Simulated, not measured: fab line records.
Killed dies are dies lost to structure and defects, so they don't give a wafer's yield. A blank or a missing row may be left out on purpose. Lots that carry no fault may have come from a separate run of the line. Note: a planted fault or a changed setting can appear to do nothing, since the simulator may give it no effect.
fab line records	flow n5_finfet
record: lots: 7	wafers: 21
route steps=1938 shown BEOL_M8@1350 BEOL_M9@1417 BEOL_M10@1494 BEOL_M12@1605 BEOL_M13@1686
start_h: start of the lot's first displayed wafer, in hours after the record's first day	wait_h: hours from the lot's prior step to this one	" the same as in the row above	L1.1+2: a single row standing in for several wafers	- no value present, or no start provided	* or withheld: withheld	< > ~ a bound
route shown NAME@n: a module of which the file shows steps, and the number in the route of the first	usual: mean/standard deviation taken from wafers without a fault	same: alike in all rows	chamber/n: place in a boat	sites: per-site readings	_std_site: how widely they spread, as a standard deviation	_edge_site: the outer-site mean with the inner-site mean subtracted	radius_mm: how far each site lies from the wafer's centre	mask NAME#n: copy n	behind: tool/chamber where the wafer was last shaped	hold: why the lot was held/for how many hours/how that ended	device: which transistor (n, p or np) failed to switch	end of line: tests of these same wafers at the route's end	a step without rows: its recipe alone	killed: count of dies lost to structure and defects at first sort (not the wafer's yield)	map: dies across one wafer; x = killed, . = not, _ = none there
set.NAME: setting as actually run; set.NAME@STEP: the setting as run at that earlier step	model.NAME: the simulator's own value behind a step, which no gauge read
lots with deliberately changed settings; one table per step, one row per wafer
== steps ==
step: N5_BEOL_M8_ETCH_62
recipe: chemistry: N2/H2	target: SOC	target_depth_a: 1100	overetch_a: 220	mask_material: SiARC	temp_c: 40	time_s: 165	ion_energy_ev: 200	pressure_mtorr: 30	source_w: 840	bias_w: 150	n2_flow_sccm: 200	h2_flow_sccm: 200
lot.wafer	tool	chamber	start_h	wait_h	set.time_s
L074.2+3+4	rie_diel-01	2,1,0	200.07	0.0	165
L085.2+3+4	rie_diel-03	0,2,1	284.65	0.0	165
L086.1+6	rie_diel-01	3,0	290.00	0.0	183
L086.4	"	0	"	"	165
L088.3+4+5	rie_diel-01	2,0,3	291.19	0.0	132.4
L092.3+5+6	rie_diel-03	1,0,3	324.09	0.0	165
L091.1+4+5	rie_diel-01	2,0,2	324.29	0.0	165
L095.2+5	rie_diel-05	2,0	344.75	0.0	184.7
L095.3	"	0	"	"	165
step: N5_BEOL_M8_STRIP_68
recipe: chemistry: N2/H2	temp_c: 40	n2_flow_sccm: 200	h2_flow_sccm: 200	rf_frequency_hz: 6e+07
step: N5_BEOL_M8_STRIP_67
recipe: chemistry: CF4	resist: SiARC	power_w: 300	bias_power_w: 75	pressure_mtorr: 50	cf4_flow_sccm: 150	rf_frequency_hz: 6e+07
step: N5_BEOL_M8_HM_OPEN_17
recipe: chemistry: Cl2/BCl3	target_depth_a: 200	overetch_a: 60	target: TiN	mask_material: SOC	ion_energy_ev: 150	pressure_mtorr: 10	icp_w: 1000	bias_w: 126	Cl2_flow_sccm: 53.25	bcl3_flow_sccm: 21.75	Ar_flow_sccm: 25
lot.wafer	tool	chamber	start_h	wait_h	set.time_s@BEOL_M8_ETCH_62	model.etch.depth_nm
L074.2	rie_metal-02	1	200.29	0.1	165	20.46
L074.3	"	1	"	"	165	20.05
L074.4	"	1	"	"	165	20.37
L085.2	rie_metal-01	0	284.85	0.0	165	20.36
L085.3	"	1	"	"	165	19.76
L085.4	"	0	"	"	165	19.94
L086.1	rie_metal-01	0	290.19	0.0	183	18.6
L086.4	"	1	"	"	165	20.14
L086.6	"	0	"	"	183	18.33
L088.3	rie_metal-03	0	291.41	0.1	132.4	19.9
L088.4	"	1	"	"	132.4	19.83
L088.5	"	1	"	"	132.4	19.77
L092.3	rie_metal-03	0	324.32	0.1	165	19.69
L092.5	"	1	"	"	165	19.99
L092.6	"	0	"	"	165	19.71
L091.1	rie_metal-03	0	324.48	0.0	165	20.02
L091.4	"	1	"	"	165	19.57
L091.5	"	0	"	"	165	20.04
L095.2	rie_metal-02	0	344.94	0.0	184.7	18.41
L095.3	"	0	"	"	165	20.34
L095.5	"	0	"	"	184.7	18.2
step: N5_BEOL_M9_DESCUM_16
recipe: chemistry: O2	time_s: 7.9	source_power_w: 50	bias_power_w: 20	pressure_mtorr: 20	rf_frequency_hz: 2.712e+07	temp_c: 40	resist: CAR-ArF	o2_flow_sccm: 225
lot.wafer	tool	chamber	start_h	wait_h	set.time_s	model.CAR-ArF_of_BEOL_M9_COAT_05.thk_nm
L074.2	rie_diel-02	3	208.64	0.0	7.9	83.2
L074.3	"	1	"	"	9.536	82.2
L074.4	"	0	"	"	9.536	82
L085.2	rie_diel-02	1	291.56	0.0	7.9	83.4
L085.3	"	3	"	"	7.9	83
L085.4	"	0	"	"	7.9	83.2
L088.3	rie_diel-06	1	298.69	0.0	7.166	84
L088.4	"	2	"	"	7.166	83.8
L088.5	"	0	"	"	7.9	83.4
L086.1	rie_diel-04	1	298.87	0.0	7.9	83.4
L086.4	"	2	"	"	7.9	83
L086.6	"	0	"	"	7.119	83.8
L092.3	rie_diel-04	3	330.44	0.0	8.646	82.8
L092.5	"	0	"	"	8.646	83.2
L092.6	"	3	"	"	7.9	83.4
L091.1+5	rie_diel-04	0	330.96	0.0	7.9	83.4
L091.4	"	3	"	"	7.9	83
L095.2	rie_diel-04	2	353.16	0.2	7.9	83.2
L095.3	"	1	"	"	7.9	83.4
L095.5	"	3	"	"	8.842	82.4
step: N5_BEOL_M9_ETCH_61
recipe: chemistry: CF4	target: SiARC	target_depth_a: 390	mask_material: CAR-ArF	time_s: 65	ion_energy_ev: 80	pressure_mtorr: 40	source_w: 545	bias_w: 36	Ar_flow_sccm: 100	cf4_flow_sccm: 100	ends: cleared
lot.wafer	tool	chamber	start_h	wait_h	set.time_s@BEOL_M9_DESCUM_16	model.CAR-ArF_of_BEOL_M9_COAT_05.thk_nm
L074.2	rie_diel-02	3	208.67	0.0	7.9	55.2
L074.3	"	1	"	"	9.536	54.2
L074.4	"	0	"	"	9.536	54
L085.2	rie_diel-02	1	291.59	0.0	7.9	55.4
L085.3+4	"	3,0	"	"	7.9	55.2
L088.3	rie_diel-06	1	298.73	0.0	7.166	56.2
L088.4	"	2	"	"	7.166	55.8
L088.5	"	0	"	"	7.9	55.4
L086.1	rie_diel-04	1	298.91	0.0	7.9	55.6
L086.4	"	2	"	"	7.9	55.2
L086.6	"	0	"	"	7.119	56
L092.3	rie_diel-04	3	330.48	0.0	8.646	55
L092.5	"	0	"	"	8.646	55.4
L092.6	"	3	"	"	7.9	55.6
L091.1	rie_diel-04	0	331.00	0.0	7.9	55.4
L091.4	"	3	"	"	7.9	55.2
L091.5	"	0	"	"	7.9	55.6
L095.2	rie_diel-04	2	353.20	0.0	7.9	55.4
L095.3	"	1	"	"	7.9	55.6
L095.5	"	3	"	"	8.842	54.6
step: N5_BEOL_M10_COAT_63
recipe: resist: SOC	temp_c: 250	time_s: 60	spin_rpm: 1500	resist_thk_nm: 100
lot.wafer	tool	chamber	start_h	wait_h	set.spin_rpm	model.SOC_of_BEOL_M10_COAT_63.thk_nm
L074.2	litho_track-05	0	218.57	1.3	1500	100.2
L074.3	"	0	"	"	1500	100
L074.4	"	0	"	"	1382	104.4
L085.2	litho_track-05	0	301.77	1.3	1346	105.8
L085.3	"	0	"	"	1500	100.2
L085.4	"	0	"	"	1500	100
L086.1	litho_track-03	0	308.74	0.1	1500	100.2
L086.4	"	0	"	"	1500	100
L086.6	"	0	"	"	1500	100.4
L088.3	litho_track-05	0	308.75	1.0	1453	101.6
L088.4+5	"	0	"	"	1500	99.8
L091.1	litho_track-05	0	342.41	0.9	1500	99.6
L091.4	"	0	"	"	1500	99.8
L091.5	"	0	"	"	1500	99.2
L092.3	litho_track-01	0	342.41	1.0	1373	105
L092.5+6	"	0	"	"	1500	100.6
L095.2+3	litho_track-03	0	364.88	0.5	1500	100
L095.5	"	0	"	"	1589	97.4
step: N5_BEOL_M10_COAT_22
recipe: resist: CAR-ArF	spin_rpm: 1500	resist_thk_nm: 90
lot.wafer	tool	chamber	start_h	wait_h	set.spin_rpm	model.CAR-ArF_of_BEOL_M10_COAT_22.thk_nm
L074.2	litho_track-05	0	-	-	1500	90
L074.3	"	0	"	"	1500	89.8
L074.4	"	0	"	"	1570	87.8
L085.2	litho_track-05	0	-	-	1500	90
L085.3	"	0	"	"	1545	89
L085.4	"	0	"	"	1545	89.2
L086.1	litho_track-03	0	-	-	1448	91.8
L086.4+6	"	0	"	"	1500	90
L088.3	litho_track-05	0	-	-	1638	86.2
L088.4	"	0	"	"	1500	90.2
L088.5	"	0	"	"	1500	90.4
L091.1+4+5	litho_track-05	0	-	-	1500	90.8
L092.3	litho_track-01	0	-	-	1500	90.2
L092.5	"	0	"	"	1545	88.6
L092.6	"	0	"	"	1500	90.4
L095.2+3+5	litho_track-03	0	-	-	1500	89.2
step: N5_BEOL_M10_EBR_24
recipe: solvent: PGMEA	ebr_width_mm: 1.5
step: N5_BEOL_M10_SOFTBAKE_23
recipe: temp_c: 110	time_s: 60	resist: CAR-ArF
step: N5_BEOL_M10_EXPOSE_25
recipe: mask_id: V9	na: 1.35	source_shape: annular	sigma_inner: 0.5	sigma_outer: 0.8	polarization: unpolarized	dose_mj: 85.5
step: N5_BEOL_M10_PEB_26
recipe: peb_temp_c: withheld	peb_time_s: 60	resist: CAR-ArF
step: N5_BEOL_M10_DEVELOP_27
recipe: develop_time_s: 30	developer: TMAH	resist: CAR-ArF	rinse_liquid: diw	dry: air_spin	dev_temp_c: 23
lot.wafer	tool	chamber	start_h	wait_h	set.spin_rpm@BEOL_M10_COAT_22	model.CAR-ArF_of_BEOL_M10_COAT_22.thk_nm
L074.2+3	litho_track-01	0	-	-	1500	88.2
L074.4	"	0	"	"	1570	86
L085.2	litho_track-01	0	-	-	1500	88.4
L085.3	"	0	"	"	1545	87.2
L085.4	"	0	"	"	1545	87.4
L086.1	litho_track-03	0	-	-	1448	90
L086.4+6	"	0	"	"	1500	88.2
L088.3	litho_track-03	0	-	-	1638	84.4
L088.4	"	0	"	"	1500	88.4
L088.5	"	0	"	"	1500	88.6
L092.3	litho_track-05	0	-	-	1500	88.6
L092.5	"	0	"	"	1545	86.8
L092.6	"	0	"	"	1500	88.8
L091.1+4+5	litho_track-05	0	-	-	1500	89
L095.2+3	litho_track-03	0	-	-	1500	87.6
L095.5	"	0	"	"	1500	87.4
step: N5_BEOL_M10_DESCUM_33
recipe: chemistry: O2	time_s: 7.9	source_power_w: 50	bias_power_w: 20	pressure_mtorr: 20	rf_frequency_hz: 2.712e+07	temp_c: 40	resist: CAR-ArF	o2_flow_sccm: 225
step: N5_BEOL_M10_ETCH_65
recipe: chemistry: CF4	target: SiARC	target_depth_a: 390	mask_material: CAR-ArF	time_s: 65	ion_energy_ev: 80	pressure_mtorr: 40	source_w: 545	bias_w: 36	Ar_flow_sccm: 100	cf4_flow_sccm: 100	ends: cleared
step: N5_BEOL_M10_ETCH_66
recipe: chemistry: N2/H2	target: SOC	target_depth_a: 1200	overetch_a: 240	mask_material: SiARC	temp_c: 40	time_s: 180	ion_energy_ev: 200	pressure_mtorr: 30	source_w: 840	bias_w: 150	n2_flow_sccm: 200	h2_flow_sccm: 200
lot.wafer	tool	chamber	start_h	wait_h	set.spin_rpm@BEOL_M10_COAT_63	model.etch.depth_nm
L074.2	rie_diel-01	3	219.12	0.0	1500	100.2
L074.3	"	2	"	"	1500	100.1
L074.4	"	1	"	"	1382	104.3
L085.2	rie_diel-03	0	303.16	0.0	1346	105.8
L085.3	"	3	"	"	1500	100.2
L085.4	"	2	"	"	1500	99.91
L086.1	rie_diel-05	2	309.43	0.0	1500	100.2
L086.4	"	0	"	"	1500	100
L086.6	"	1	"	"	1500	100.4
L088.3	rie_diel-03	0	309.62	0.0	1453	101.6
L088.4	"	2	"	"	1500	99.76
L088.5	"	1	"	"	1500	99.85
L092.3	rie_diel-03	0	342.84	0.0	1373	105
L092.5+6	"	0,3	"	"	1500	100.7
L091.1	rie_diel-01	1	343.08	0.0	1500	99.68
L091.4	"	0	"	"	1500	99.82
L091.5	"	3	"	"	1500	99.22
L095.2	rie_diel-05	1	365.95	0.0	1500	100.1
L095.3	"	2	"	"	1500	99.96
L095.5	"	2	"	"	1589	97.36
step: N5_BEOL_M10_VIA_ETCH_34
recipe: chemistry: C4F6/O2	target: SiCOH_lowk	target_depth_a: 1845	mask_material: SOC	taper_deg: 4	time_s: 69.2	ion_energy_ev: 250	pressure_mtorr: 30	source_w: 345	bias_w: 185	Ar_flow_sccm: 300	C4F6_flow_sccm: 10	O2_flow_sccm: 10
lot.wafer	tool	chamber	start_h	wait_h	set.bias_w	set.spin_rpm@BEOL_M10_COAT_63	model.SOC_of_BEOL_M10_COAT_63.thk_nm
L074.2	rie_diel-01	3	219.24	0.0	164.2	1500	92.4
L074.3	"	2	"	"	164.2	1500	91.8
L074.4	"	1	"	"	164.2	1382	96.8
L085.2	rie_diel-03	0	303.28	0.0	203.1	1346	97.8
L085.3	"	3	"	"	185	1500	92.6
L085.4	"	2	"	"	203.1	1500	91.4
L086.1	rie_diel-05	2	309.55	0.0	185	1500	92
L086.4	"	0	"	"	155.8	1500	92.2
L086.6	"	1	"	"	185	1500	92.4
L088.3	rie_diel-03	0	309.75	0.0	185	1453	93.8
L088.4+5	"	2,1	"	"	185	1500	91.6
L092.3	rie_diel-03	0	342.96	0.0	195.9	1373	97.2
L092.5	"	0	"	"	185	1500	93
L092.6	"	3	"	"	195.9	1500	92.8
L091.1+5	rie_diel-01	1,3	343.20	0.0	185	1500	91.4
L091.4	"	0	"	"	185	1500	91.6
L095.2	rie_diel-05	1	366.07	0.0	213	1500	91.8
L095.3	"	2	"	"	213	1500	91.4
L095.5	"	2	"	"	185	1589	89.2
step: N5_BEOL_M10_ETCH_41
recipe: chemistry: CH3F/O2	target: SiCN	target_depth_a: 426	taper_deg: 2	time_s: 86	ion_energy_ev: 120	mask_material: TiN	pressure_mtorr: 30	source_w: 395	bias_w: 75	Ar_flow_sccm: 150	CH3F_flow_sccm: 30	O2_flow_sccm: 20
usual: rf_vpp_V: 297.9/1.8
lot.wafer	tool	chamber	start_h	wait_h	set.source_w	rf_vpp_V
L074.2	rie_diel-01	3	-	-	443.9	286.4
L074.3	"	2	"	"	443.9	289.7
L074.4	"	1	"	"	395	299.6
L085.2	rie_diel-03	0	-	-	459.6	281.7
L085.3	"	3	"	"	395	297.9
L085.4	"	2	"	"	395	298.6
L086.1	rie_diel-05	2	-	-	340.4	310.5
L086.4	"	0	"	"	340.4	311.9
L086.6	"	1	"	"	340.4	310.8
L088.3	rie_diel-03	0	-	-	395	295.9
L088.4	"	2	"	"	374.5	303.9
L088.5	"	1	"	"	374.5	304.1
L092.3	rie_diel-03	0	-	-	340.6	309.3
L092.5	"	0	"	"	395	294.9
L092.6	"	3	"	"	395	298.5
L091.1	rie_diel-01	1	-	-	395	297.3
L091.4	"	0	"	"	395	296.6
L091.5	"	3	"	"	395	297.4
L095.2	rie_diel-05	1	-	-	395	295.4
L095.3	"	2	"	"	451.7	283.3
L095.5	"	2	"	"	451.7	283.4
step: N5_BEOL_M12_COAT_04
recipe: spin_rpm: 1625	resist_thk_nm: 400
lot.wafer	tool	chamber	start_h	wait_h	set.spin_rpm	model.coat_of_BEOL_M12_COAT_04.thk_nm
L074.2	litho_track-03	0	-	-	1625	398.8
L074.3	"	0	"	"	1625	399.6
L074.4	"	0	"	"	1625	399
L085.2	litho_track-01	0	-	-	1565	409.6
L085.3	"	0	"	"	1565	409
L085.4	"	0	"	"	1565	408
L088.3	litho_track-02	0	-	-	1625	401
L088.4	"	0	"	"	1569	406.4
L088.5	"	0	"	"	1625	399.4
L086.1	litho_track-03	0	-	-	1625	399.4
L086.4	"	0	"	"	1625	400
L086.6	"	0	"	"	1625	399
L092.3	litho_track-03	0	-	-	1625	397.8
L092.5	"	0	"	"	1625	399.4
L092.6	"	0	"	"	1625	398.8
L091.1	litho_track-01	0	-	-	1625	399
L091.4	"	0	"	"	1625	401.2
L091.5	"	0	"	"	1625	400.8
L095.2	litho_track-01	0	-	-	1625	400.4
L095.3	"	0	"	"	1480	419.6
L095.5	"	0	"	"	1625	401.8
step: N5_BEOL_M12_ETCH_59
recipe: chemistry: N2/H2	target: BARC	target_depth_a: 890	overetch_a: 267	time_s: 67.9	ion_energy_ev: 200	pressure_mtorr: 30	source_w: 840	bias_w: 150	n2_flow_sccm: 200	h2_flow_sccm: 200
lot.wafer	tool	chamber	start_h	wait_h	set.h2_flow_sccm	set.spin_rpm@BEOL_M12_COAT_04	model.coat_of_BEOL_M12_COAT_04.thk_nm
L074.2	rie_diel-01	1	232.23	0.0	204	1625	316.6
L074.3	"	2	"	"	200	1625	316.4
L074.4	"	0	"	"	200	1625	316.8
L085.2	rie_diel-05	1	317.85	0.0	200	1565	328
L085.3	"	0	"	"	200	1565	326.2
L085.4	"	3	"	"	200	1565	326.4
L088.3	rie_diel-03	1	327.01	0.0	200	1625	315.8
L088.4	"	0	"	"	200	1569	326.6
L088.5	"	2	"	"	200	1625	315.2
L086.1	rie_diel-03	2	332.29	0.0	205.2	1625	315.4
L086.4	"	3	"	"	200	1625	321.8
L086.6	"	3	"	"	200	1625	320.8
L092.3	rie_diel-05	0	352.99	0.0	213.2	1625	315.2
L092.5	"	3	"	"	213.2	1625	315.8
L092.6	"	2	"	"	200	1625	312.2
L091.1	rie_diel-05	3	353.82	0.0	200	1625	317
L091.4	"	1	"	"	200	1625	321
L091.5	"	0	"	"	200	1625	318.2
L095.2	rie_diel-05	0	379.04	0.0	200	1625	317.6
L095.3	"	3	"	"	208.9	1480	337.4
L095.5	"	2	"	"	208.9	1625	315.4
step: N5_BEOL_M12_VIA_ETCH_16
recipe: chemistry: C4F8/O2/Ar	target: SiOC	pressure_mtorr: 30	source_w: 3000	bias_w: 700	Ar_flow_sccm: 400	C4F8_flow_sccm: 15	O2_flow_sccm: 8	he_inner_torr: 15	he_outer_torr: 30	target_depth_a: 7248	time_s: withheld	ion_energy_ev: 250	ends: cleared
step: N5_BEOL_M12_STRIP_63
recipe: chemistry: N2/H2	power_w: 1000	temp_c: 250	h2_frac: 0.65	overash_fraction: 0.3	pressure_mtorr: 1000	n2_flow_sccm: 1750	h2_flow_sccm: 3250
usual: strip_time_to_endpoint_s: 42.7/1
lot.wafer	tool	chamber	start_h	wait_h	set.spin_rpm@BEOL_M12_COAT_04	strip_time_to_endpoint_s
L074.2	plasma_asher-02	0	232.48	-	1625	42.3
L074.3	"	0	"	"	1625	43.0
L074.4	"	1	"	"	1625	41.3
L085.2	plasma_asher-01	0	318.10	-	1565	45.1
L085.3	"	1	"	"	1565	45.3
L085.4	"	0	"	"	1565	45.4
L088.3	plasma_asher-02	0	327.28	-	1625	41.3
L088.4	"	1	"	"	1569	44.1
L088.5	"	0	"	"	1625	42.2
L086.1	plasma_asher-01	0	332.54	-	1625	41.7
L086.4	"	1	"	"	1625	42.4
L086.6	"	1	"	"	1625	43.0
L092.3	plasma_asher-01	0	353.26	-	1625	42.4
L092.5	"	0	"	"	1625	42.5
L092.6	"	1	"	"	1625	41.0
L091.1	plasma_asher-01	1	354.07	-	1625	42.8
L091.4	"	0	"	"	1625	43.2
L091.5	"	1	"	"	1625	42.3
L095.2	plasma_asher-01	0	379.29	-	1625	43.4
L095.3	"	1	"	"	1480	48.2
L095.5	"	0	"	"	1625	41.4
step: N5_BEOL_M12_SPUTTER_43
recipe: material: TaN	target_thk_a: 150	temp_c: 50	bias_v: 168.6	power_w: 15000	chamber_pressure_pa: 0.12	time_s: 24.19
lot.wafer	tool	chamber	start_h	wait_h	set.time_s	model.TaN_of_BEOL_M12_SPUTTER_43.thk_nm
L074.2	pvd_sputter-03	-	236.31	0.0	22.51	14.2
L074.3	"	-	"	"	24.19	15.2
L074.4	"	-	"	"	24.19	15.6
L085.2	pvd_sputter-01	-	324.28	0.0	22.25	13.4
L085.3	"	-	"	"	24.19	14.8
L085.4	"	-	"	"	24.19	14.4
L088.3	pvd_sputter-02	-	334.42	0.0	20.95	13
L088.4	"	-	"	"	20.95	12.8
L088.5	"	-	"	"	24.19	14.6
L086.1	pvd_sputter-03	-	336.24	0.0	22.17	13.4
L086.4	"	-	"	"	24.19	15
L086.6	"	-	"	"	24.19	14.6
L092.3	pvd_sputter-01	-	357.18	0.0	24.19	14.4
L092.5+6	"	-	"	"	22.05	13.6
L091.1	pvd_sputter-02	-	357.73	0.0	24.19	15
L091.4	"	-	"	"	24.19	14.6
L091.5	"	-	"	"	24.19	14.8
L095.2	pvd_sputter-03	-	383.92	0.0	23.05	14.2
L095.3	"	-	"	"	23.05	14.4
L095.5	"	-	"	"	24.19	15
step: N5_BEOL_M13_PEB_26
recipe: peb_temp_c: 130	peb_time_s: 90
lot.wafer	tool	chamber	start_h	wait_h	set.peb_time_s
L074.2+4	litho_track-05	0	239.17	0.0	90
L074.3	"	0	"	"	101.5
L085.2+3	litho_track-01	0	326.98	0.0	69.79
L085.4	"	0	"	"	90
L088.3+4+5	litho_track-04	0	337.09	0.0	90
L086.1+4+6	litho_track-01	0	338.84	0.1	90
L092.3+5+6	litho_track-05	0	359.91	0.0	73.47
L091.1+4+5	litho_track-05	0	360.48	0.1	90
L095.2+5	litho_track-04	0	386.76	0.0	90
L095.3	"	0	"	"	79.43
step: N5_BEOL_M13_DEVELOP_27
recipe: develop_time_s: 45	rinse_liquid: diw	dry: air_spin	dev_temp_c: 21
step: N5_BEOL_M13_HARDBAKE_32
recipe: temp_c: 130	time_s: 120
step: N5_BEOL_M13_CD_MEAS_28
recipe: target_cd_nm: 209.5	landing_energy_ev: 500	detector: se_inlens
usual: cd_nm: 209.0/1.5
lot.wafer	tool	chamber	start_h	wait_h	set.peb_time_s@BEOL_M13_PEB_26	cd_nm
L074.2	cd_sem-03	0	239.28	-	90	209.3
L074.3	"	0	"	"	101.5	212.2
L074.4	"	0	"	"	90	209.3
L085.2	cd_sem-01	0	327.10	-	69.79	201.2
L085.3	"	0	"	"	69.79	200.9
L085.4	"	0	"	"	90	209.1
L088.3	cd_sem-01	0	337.21	-	90	209.4
L088.4	"	0	"	"	90	207.7
L088.5	"	0	"	"	90	209.5
L086.1	cd_sem-01	0	338.96	-	90	206.1
L086.4	"	0	"	"	90	208.8
L086.6	"	0	"	"	90	207.7
L092.3	cd_sem-03	0	360.03	-	73.47	202.9
L092.5	"	0	"	"	73.47	206.0
L092.6	"	0	"	"	73.47	205.3
L091.1	cd_sem-02	0	360.60	-	90	209.1
L091.4	"	0	"	"	90	206.4
L091.5	"	0	"	"	90	207.4
L095.2	cd_sem-01	0	386.88	-	90	212.0
L095.3	"	0	"	"	79.43	206.1
L095.5	"	0	"	"	90	210.9
== key ==
split: step: N5_BEOL_M8_ETCH_62	setting: time_s	stated: 165	by: wafer
response: step: N5_BEOL_M8_HM_OPEN_17	reading: model.etch.depth_nm	change: -0.163	per: 1%	r: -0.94
split: step: N5_BEOL_M9_DESCUM_16	setting: time_s	stated: 7.9	by: wafer
response: step: N5_BEOL_M9_DESCUM_16	reading: model.CAR-ArF_of_BEOL_M9_COAT_05.thk_nm	change: -0.0567	per: 1%	r: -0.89
response: step: N5_BEOL_M9_ETCH_61	reading: model.CAR-ArF_of_BEOL_M9_COAT_05.thk_nm	change: -0.0578	per: 1%	r: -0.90
split: step: N5_BEOL_M10_COAT_63	setting: spin_rpm	stated: 1500	by: wafer
response: step: N5_BEOL_M10_COAT_63	reading: model.SOC_of_BEOL_M10_COAT_63.thk_nm	change: -0.531	per: 1%	r: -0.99
response: step: N5_BEOL_M10_ETCH_66	reading: model.etch.depth_nm	change: -0.528	per: 1%	r: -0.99
response: step: N5_BEOL_M10_VIA_ETCH_34	reading: model.SOC_of_BEOL_M10_COAT_63.thk_nm	change: -0.542	per: 1%	r: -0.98
split: step: N5_BEOL_M10_COAT_22	setting: spin_rpm	stated: 1500	by: wafer
response: step: N5_BEOL_M10_COAT_22	reading: model.CAR-ArF_of_BEOL_M10_COAT_22.thk_nm	change: -0.451	per: 1%	r: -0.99
response: step: N5_BEOL_M10_DEVELOP_27	reading: model.CAR-ArF_of_BEOL_M10_COAT_22.thk_nm	change: -0.463	per: 1%	r: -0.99
split: step: N5_BEOL_M10_VIA_ETCH_34	setting: bias_w	stated: 185	by: wafer
response none clear
split: step: N5_BEOL_M10_ETCH_41	setting: source_w	stated: 395	by: wafer
response: step: N5_BEOL_M10_ETCH_41	reading: rf_vpp_V	change: -0.951	per: 1%	r: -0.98
split: step: N5_BEOL_M12_COAT_04	setting: spin_rpm	stated: 1625	by: wafer
response: step: N5_BEOL_M12_COAT_04	reading: model.coat_of_BEOL_M12_COAT_04.thk_nm	change: -2.04	per: 1%	r: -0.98
response: step: N5_BEOL_M12_ETCH_59	reading: model.coat_of_BEOL_M12_COAT_04.thk_nm	change: -2.46	per: 1%	r: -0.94
response: step: N5_BEOL_M12_STRIP_63	reading: strip_time_to_endpoint_s	change: *	per: 1%	r: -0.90
split: step: N5_BEOL_M12_ETCH_59	setting: h2_flow_sccm	stated: 200	by: wafer
response none clear
split: step: N5_BEOL_M12_SPUTTER_43	setting: time_s	stated: 24.19	by: wafer
response: step: N5_BEOL_M12_SPUTTER_43	reading: model.TaN_of_BEOL_M12_SPUTTER_43.thk_nm	change: +0.136	per: 1%	r: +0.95
split: step: N5_BEOL_M13_PEB_26	setting: peb_time_s	stated: 90	by: wafer
response: step: N5_BEOL_M13_CD_MEAS_28	reading: cd_nm	change: +0.349	per: 1%	r: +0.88
